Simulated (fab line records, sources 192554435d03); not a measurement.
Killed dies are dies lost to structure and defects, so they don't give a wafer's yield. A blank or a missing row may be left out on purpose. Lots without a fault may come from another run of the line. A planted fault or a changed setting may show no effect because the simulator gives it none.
Split-lot experiment | flow n5_finfet | 7 lots, 39 wafers read, on a route of 1938 steps

THE SPLIT
At N5_SD_EPI_P_EPI_21 (deposits SiGe:B, time 355 s), the setting pressure_torr was moved away from the recipe's 20 Torr on 24 of the 39 wafers read, by +5.4% to +19.9%. The other wafers ran this setting at the recipe's value.

The reading is taken at the split's own step.

THE READING
SiGe-B_of_SD_EPI_P_EPI_21.thk_nm (the simulator's own value, which no gauge read), in nm, at N5_SD_EPI_P_EPI_21 (deposits SiGe:B, time 355 s). The file gives no usual value for it. The 15 wafers here that ran the recipe average 61.1 nm, standard deviation 0.52 nm.

wafer  | tool, chamber at the split | pressure_torr as run, Torr | against the recipe | SiGe-B_of_SD_EPI_P_EPI_21.thk_nm, nm | against lot-mates on the recipe
L074.1 | epi_rpcvd-02, 0            | 20                         | recipe             | 61                                   | -
L074.2 | epi_rpcvd-02, 0            | 20                         | recipe             | 61.6                                 | -
L074.5 | epi_rpcvd-02, 0            | 20                         | recipe             | 61.6                                 | -
L074.3 | epi_rpcvd-02, 0            | 20                         | recipe             | 62                                   | -
L074.4 | epi_rpcvd-02, 0            | 20                         | recipe             | 61.4                                 | -
L074.6 | epi_rpcvd-02, 0            | 20                         | recipe             | 61.8                                 | -
L081.1 | epi_rpcvd-02, 0            | 23.98                      | +19.9%             | 64.8                                 | no lot-mate on the recipe
L081.2 | epi_rpcvd-02, 0            | 23.98                      | +19.9%             | 64.2                                 | no lot-mate on the recipe
L081.4 | epi_rpcvd-02, 0            | 23.98                      | +19.9%             | 64.2                                 | no lot-mate on the recipe
L081.3 | epi_rpcvd-02, 0            | 23.98                      | +19.9%             | 65.2                                 | no lot-mate on the recipe
L081.5 | epi_rpcvd-02, 0            | 23.98                      | +19.9%             | 63.6                                 | no lot-mate on the recipe
L081.6 | epi_rpcvd-02, 0            | 23.98                      | +19.9%             | 64                                   | no lot-mate on the recipe
L084.2 | epi_rpcvd-02, 0            | 20                         | recipe             | 60.2                                 | -
L084.5 | epi_rpcvd-02, 0            | 20                         | recipe             | 61.4                                 | -
L084.6 | epi_rpcvd-02, 0            | 20                         | recipe             | 60.6                                 | -
L086.1 | epi_rpcvd-02, 0            | 20                         | recipe             | 60.6                                 | -
L086.3 | epi_rpcvd-02, 0            | 20                         | recipe             | 60.6                                 | -
L086.2 | epi_rpcvd-02, 0            | 20                         | recipe             | 60.8                                 | -
L086.4 | epi_rpcvd-02, 0            | 20                         | recipe             | 61                                   | -
L086.5 | epi_rpcvd-02, 0            | 20                         | recipe             | 61                                   | -
L086.6 | epi_rpcvd-02, 0            | 20                         | recipe             | 60.4                                 | -
L090.1 | epi_rpcvd-04, 0            | 21.09                      | +5.4%              | 61                                   | no lot-mate on the recipe
L090.5 | epi_rpcvd-04, 0            | 21.09                      | +5.4%              | 61                                   | no lot-mate on the recipe
L090.2 | epi_rpcvd-04, 0            | 21.09                      | +5.4%              | 62                                   | no lot-mate on the recipe
L090.6 | epi_rpcvd-04, 0            | 21.09                      | +5.4%              | 62                                   | no lot-mate on the recipe
L090.3 | epi_rpcvd-04, 0            | 21.09                      | +5.4%              | 60.8                                 | no lot-mate on the recipe
L090.4 | epi_rpcvd-04, 0            | 21.09                      | +5.4%              | 60.8                                 | no lot-mate on the recipe
L095.1 | epi_rpcvd-04, 0            | 22.8                       | +14.0%             | 64.2                                 | no lot-mate on the recipe
L095.2 | epi_rpcvd-04, 0            | 22.8                       | +14.0%             | 64                                   | no lot-mate on the recipe
L095.6 | epi_rpcvd-04, 0            | 22.8                       | +14.0%             | 64                                   | no lot-mate on the recipe
L095.3 | epi_rpcvd-04, 0            | 22.8                       | +14.0%             | 64.4                                 | no lot-mate on the recipe
L095.4 | epi_rpcvd-04, 0            | 22.8                       | +14.0%             | 63.8                                 | no lot-mate on the recipe
L095.5 | epi_rpcvd-04, 0            | 22.8                       | +14.0%             | 63.4                                 | no lot-mate on the recipe
L097.1 | epi_rpcvd-01, 0            | 23.61                      | +18.0%             | 66.6                                 | no lot-mate on the recipe
L097.5 | epi_rpcvd-01, 0            | 23.61                      | +18.0%             | 66.6                                 | no lot-mate on the recipe
L097.2 | epi_rpcvd-01, 0            | 23.61                      | +18.0%             | 65.8                                 | no lot-mate on the recipe
L097.3 | epi_rpcvd-01, 0            | 23.61                      | +18.0%             | 66                                   | no lot-mate on the recipe
L097.4 | epi_rpcvd-01, 0            | 23.61                      | +18.0%             | 67.4                                 | no lot-mate on the recipe
L097.6 | epi_rpcvd-01, 0            | 23.61                      | +18.0%             | 66.8                                 | no lot-mate on the recipe

THE FIT
A straight line over all 39 wafers: SiGe-B_of_SD_EPI_P_EPI_21.thk_nm changes by +0.229 nm for each +1% of pressure_torr; r = +0.89; the points scatter about the line by 0.99 nm.
Too few moved wafers have a lot-mate on the recipe to fit a line with each lot's own level taken away.

THE FILE'S OWN FIT
SiGe-B_of_SD_EPI_P_EPI_21.thk_nm changes by +0.229 nm for each +1% of pressure_torr, r = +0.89.
